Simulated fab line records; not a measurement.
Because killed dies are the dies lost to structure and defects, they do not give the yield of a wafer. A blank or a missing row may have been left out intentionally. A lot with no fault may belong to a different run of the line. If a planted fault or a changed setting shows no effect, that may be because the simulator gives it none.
Chamber matching	flow nand_harc	NHARC_A_DECK1_JOINT_ETCHBACK_07 on rie_si-05: 4 sister chambers
The step etches the open film in HBr, target depth 105 nm, time 26.9 s. 16 wafers are shown with their chamber, then 8 later ones without.

== EACH WAFER AND ITS CHAMBER ==
wafer	chamber	oes_product_au (a.u.)	throttle_valve_pct (%)
L075.2	2	0.993	23.272
L075.4	3	1.000	23.274
L075.5	3	1.003	23.248
L080.2	0	1.010	23.249
L080.3	1	1.025	23.271
L080.5	2	0.991	23.264
L082.2	2	0.993	23.251
L082.4	3	0.998	23.261
L082.5	3	0.996	23.270
L084.3	2	0.989	23.257
L084.5	1	0.984	23.274
L084.6	0	0.995	23.253
L086.2	0	1.006	23.265
L086.5	0	1.012	23.258
L086.6	1	0.987	23.264
L089.1	0	1.010	23.273

SIGNATURES, as means of the wafers listed above
reading	chamber 0	chamber 1	chamber 2	chamber 3	scatter within a chamber
oes_product_au	1.00660	0.99867	0.99150	0.99925	0.0103
throttle_valve_pct	23.25960	23.26967	23.26100	23.26325	0.00942
Rule: a wafer lies at a distance from a chamber equal to the root of the sum of squares, over the readings, of (its reading less the chamber's mean, divided by the reading's scatter). If the next closest chamber is less than 2 further off than the closest, the wafer can't be placed; otherwise it belongs to the closest. The scatter: the root of (the sum of the squares of (reading less its chamber's mean) over the shown wafers, divided by (wafers less chambers)).

== WAFERS WHOSE CHAMBER IS MISSING ==
wafer	oes_product_au (a.u.)	throttle_valve_pct (%)
L089.4	1.003	23.262
L089.5	0.991	23.256
L092.1	0.997	23.265
L092.2	1.012	23.272
L092.5	0.996	23.273
L092.3	1.005	23.272
L092.4	1.027	23.267
L092.6	0.998	23.270

== THE CHAMBER EACH PASSED THROUGH ==
wafer	from the rows above	in truth
L089.4	can't be placed: 3 or 0 or 1 or 2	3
L089.5	can't be placed: 2 or 3 or 0 or 1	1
L092.1	can't be placed: 3 or 1 or 2 or 0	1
L092.2	can't be placed: 1 or 0 or 3 or 2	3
L092.5	can't be placed: 1 or 3 or 2 or 0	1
L092.3	can't be placed: 1 or 3 or 0 or 2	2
L092.4	can't be placed: 0 or 3 or 1 or 2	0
L092.6	can't be placed: 1 or 3 or 2 or 0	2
Placed correctly: 0 of 8. Not placeable from these rows: 8 (in 8, the candidates include the true chamber). Wrongly placed: 0.
